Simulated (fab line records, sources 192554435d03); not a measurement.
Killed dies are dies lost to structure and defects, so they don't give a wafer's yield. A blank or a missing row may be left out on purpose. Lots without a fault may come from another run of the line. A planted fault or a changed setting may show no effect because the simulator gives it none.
Which tool did it? | flow n5_finfet | 24 lots, 72 wafers sampled, at 2 steps of a route of 1938

WHAT THE GAUGES READ, wafer by wafer
N5_BEOL_M9_CD_MEAS_28: target cd 70 nm.
lot  | measured     | on        | cd_nm (nm)
L074 | day 9 23:37  | cd_sem-01 | 70.04 70.38 70.08
L075 | day 10 06:26 | cd_sem-01 | 70.35 69.56 69.94
L076 | day 10 06:49 | cd_sem-01 | 70.14 69.57 70.40
L077 | day 10 15:31 | cd_sem-01 | 69.90 70.42 69.90
L078 | day 11 01:13 | cd_sem-03 | 69.90 69.58 69.68
L079 | day 11 08:36 | cd_sem-03 | 69.74 70.12 70.27
L081 | day 11 19:23 | cd_sem-03 | 70.14 70.69 70.37
L080 | day 12 17:21 | cd_sem-01 | 69.80 70.29 70.51
L083 | day 12 19:23 | cd_sem-01 | 69.90 70.16 70.61
L082 | day 13 05:26 | cd_sem-01 | 70.23 70.34 70.32
L085 | day 13 09:38 | cd_sem-01 | 70.74 70.11 70.37
L086 | day 13 18:44 | cd_sem-03 | 69.99 70.43 70.47
L087 | day 13 18:47 | cd_sem-02 | 70.12 70.39 70.19
L084 | day 14 00:06 | cd_sem-01 | 70.44 70.63 70.23
L089 | day 14 14:06 | cd_sem-02 | 70.13 69.74 69.77
L088 | day 14 21:01 | cd_sem-03 | 70.00 69.92 69.92
L091 | day 14 23:14 | cd_sem-02 | 70.59 70.76 70.77
L094 | day 15 03:16 | cd_sem-02 | 70.73 70.38 70.09
L090 | day 15 14:43 | cd_sem-03 | 70.63 70.26 69.68
L096 | day 15 20:38 | cd_sem-03 | 70.22 70.16 69.95
L093 | day 15 22:46 | cd_sem-03 | 70.14 70.06 70.49
L092 | day 15 22:49 | cd_sem-01 | 69.90 69.81 69.83
L095 | day 16 04:54 | cd_sem-02 | 70.15 69.90 70.16
L097 | day 16 12:29 | cd_sem-03 | 69.65 70.27 70.18

N5_BEOL_M9_OVL_MEAS_29.
lot  | measured     | on         | V8_OVL (nm)
L074 | day 9 23:38  | overlay-01 | 0.5 0.3 -0.3
L075 | day 10 06:28 | overlay-02 | -0.1 0.3 0.8
L076 | day 10 06:52 | overlay-01 | 0.0 0.4 -0.3
L077 | day 10 15:34 | overlay-02 | -0.2 -0.1 0.2
L078 | day 11 01:15 | overlay-02 | -0.7 0.5 -0.5
L079 | day 11 08:38 | overlay-02 | -0.6 0.4 0.6
L081 | day 11 19:25 | overlay-01 | -0.3 -0.7 -1.0
L080 | day 12 17:23 | overlay-01 | -0.2 -1.1 -1.2
L083 | day 12 19:25 | overlay-01 | 0.0 -0.3 -0.7
L082 | day 13 05:28 | overlay-02 | -0.4 -0.4 0.0
L085 | day 13 09:40 | overlay-02 | 0.8 1.7 0.9
L086 | day 13 18:46 | overlay-01 | 0.2 -0.7 -0.5
L087 | day 13 18:49 | overlay-02 | 0.9 -0.7 -0.9
L084 | day 14 00:08 | overlay-01 | -1.2 -0.1 0.0
L089 | day 14 14:09 | overlay-01 | -0.4 0.6 -0.4
L088 | day 14 21:03 | overlay-01 | 0.5 0.9 0.2
L091 | day 14 23:16 | overlay-02 | -0.6 -1.6 -0.4
L094 | day 15 03:18 | overlay-01 | -1.4 -0.9 -0.4
L090 | day 15 14:44 | overlay-01 | 0.6 0.8 -0.3
L096 | day 15 20:40 | overlay-02 | 0.2 -0.1 -0.5
L093 | day 15 22:49 | overlay-02 | 1.4 0.5 0.4
L092 | day 15 22:52 | overlay-01 | -0.5 0.2 -0.2
L095 | day 16 04:56 | overlay-02 | -0.5 -0.7 -0.5
L097 | day 16 12:31 | overlay-02 | 0.6 0.3 -0.6

WHICH TOOL RAN EACH LOT (tool, then ch and the chambers of the sampled wafers, then the start)
The record holds no process step before these readings.

WHAT THE TOOLS THEMSELVES READ (means of the sampled wafers that have a number; where no wafer has one, the mark that the record gives instead)
The record holds no such reading with a usual standard deviation.

THE ANSWER, worked out from the rows above alone
Rule: what is usual is taken from the lots themselves. Put in order of their means at a reading, lots are off if they are a third of the lots or fewer, leave a main group of 4 or more, and stand apart from it by a gap of 3 or more times the standard deviation of the main group's means; of several such gaps the widest counts. A main group whose means are all the same, to the digits that the tables above print for the reading, isn't used. A lot without any number at a reading at which 4 lots or more have one is off too. The other lots that the step has rows for count as sound. The gauges are gone through in route order, then the tools' own readings, and for those a lot's mean is taken as printed above. The first step at which some lot is off is used, and at that step the reading that is off furthest; a lot without a number counts as furthest.
No lot is off at any reading shown: from this, nothing can be told.

WHAT THE SIMULATOR HAD PUT IN
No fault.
